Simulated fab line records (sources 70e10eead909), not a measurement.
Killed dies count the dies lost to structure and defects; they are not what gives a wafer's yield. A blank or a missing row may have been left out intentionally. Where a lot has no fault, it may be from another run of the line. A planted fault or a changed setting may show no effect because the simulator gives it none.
Problem report in the 8D (eight disciplines) form, filled by code | flow nandHarc | the parts of the form that need people (team, actions taken, sign-off) are left out

== 1. WHAT WENT WRONG ==
At NHARC_END_SORT_01, killedAtArray averages 671 over 6 wafers from 2 lots, while fault-free wafers read 49, standard deviation 18. That is +35 standard deviations from the usual mean.
First observed at day 29 21:17: wafer L565.2, on prober-01. The record holds 12 wafers of 4 lots with a number at this step. Rule for "out", or "out of limits": more than 4 standard deviations from the usual mean. All remaining wafers that have a number are taken as sound.

== 2. WHAT IT IS AND WHAT IT IS NOT ==
question                    | is                        | is not
which readings at this step | killedAtArray, killedDies | killedAtOther, killedAtPeriphery, killedOpen, killedShort
which lots                  | L565, L568                | L557, L558
which wafers of those lots  | all that have a number    | -
read on which gauges        | prober-01                 | prober-02
when                        | from day 29 21:17         | up to then (6 sound wafers)

== 3. WHAT RULES OUT EACH SUSPECT ==
Counting: a tool stays on the suspect list if, at a process step up to the reading, it processed all lots that are out and no sound lot following the first of them.
- the gauge at NHARC_END_SORT_01: kept. All the wafers that are out were read on prober-01, and no step on other tools shows them out.
- harEtch-02 at NHARC_A_CHANNEL_HOLE_D1_ETCH_21 (etches the open film in C4F8/O2/Ar, time 514.3 s, target depth 1600 nm): kept. Every lot that is out went through it, starting with L565 (day 14 20:59), and after that it ran no sound lot; the last sound lot it ran before then is L558 (day 11 14:32).
- harEtch-02 at NHARC_A_CHANNEL_HOLE_D1_ETCH_22 (etches the open film in C4F8/O2/Ar, time 666.7 s, target depth 1600 nm): kept. Every lot that is out went through it, starting with L565 (day 14 21:25), and after that it ran no sound lot; the last sound lot it ran before then is L558 (day 11 15:02).
- harEtch-02 at NHARC_A_CHANNEL_HOLE_D1_ETCH_23 (etches the open film in C4F8/O2/Ar, time 819 s, target depth 1600 nm): kept. Every lot that is out went through it, starting with L565 (day 14 21:59), and after that it ran no sound lot; the last sound lot it ran before then is L558 (day 11 15:40).
- rieDiel-13 at NHARC_A_CHANNEL_HOLE_D1_ETCH_44 (etches the open film in CF4/O2, target depth 140 nm, overetch 14 nm, time 77 s): kept. Every lot that is out went through it, starting with L565 (day 15 01:16), and after that it ran no sound lot; the last sound lot it ran before then is L558 (day 11 18:37).
Left after counting: harEtch-02 at NHARC_A_CHANNEL_HOLE_D1_ETCH_21, harEtch-02 at NHARC_A_CHANNEL_HOLE_D1_ETCH_22, harEtch-02 at NHARC_A_CHANNEL_HOLE_D1_ETCH_23, rieDiel-13 at NHARC_A_CHANNEL_HOLE_D1_ETCH_44, prober-01 at NHARC_END_SORT_01.

== 4. THE CAUSE (what the simulator had put in) ==
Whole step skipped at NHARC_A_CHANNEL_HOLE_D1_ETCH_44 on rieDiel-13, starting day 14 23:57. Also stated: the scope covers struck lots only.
This tool is one of the 5 suspects left after counting.

== 5. THE CHAIN OF EFFECTS, in route order ==
One row per reading whose mean, taken over the struck wafers that have a number, lies over 3 standard deviations from the usual. Readings are gone through only where the record gives a usual standard deviation; hours: the median, over the lots, of the time from a lot's start at the first step in this table giving one to that lot's start at this step; sigmas: the change measured in usual standard deviations.
hours | step              | reading       | usual | on struck wafers | change | sigmas
0     | NHARC_END_SORT_01 | killedAtArray | 49    | 671              | +622   | +35
0     | NHARC_END_SORT_01 | killedDies    | 54    | 677              | +623   | +33
Readings that are blank on the struck wafers while sound wafers have them: biasW at NHARC_A_CHANNEL_HOLE_D1_ETCH_44; cf4FlowSccm at NHARC_A_CHANNEL_HOLE_D1_ETCH_44; drypumpMotorCurrentA at NHARC_A_CHANNEL_HOLE_D1_ETCH_44; mfcArSccm at NHARC_A_CHANNEL_HOLE_D1_ETCH_44; o2FlowSccm at NHARC_A_CHANNEL_HOLE_D1_ETCH_44; oesProductAu at NHARC_A_CHANNEL_HOLE_D1_ETCH_44; rfVppV at NHARC_A_CHANNEL_HOLE_D1_ETCH_44; showerheadPlenumPTorr at NHARC_A_CHANNEL_HOLE_D1_ETCH_44; and 1 more.

== 6. HOW IT WOULD HAVE BEEN CAUGHT EARLIER ==
357 hours passed between the start of the fault at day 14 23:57 and the first reading out of limits at a measuring or inspecting step in this record, taken at day 29 21:17.
At NHARC_A_CHANNEL_HOLE_D1_ETCH_44 the tool's readings are blank on the struck wafers, where sound wafers have them: an empty tool record is the first sign, and it was there at once.
By day 29 21:17 the whole set of lots that are out, 2 in number, had already begun NHARC_A_CHANNEL_HOLE_D1_ETCH_44 on rieDiel-13. Holding the tool at that point would not have protected any of them.
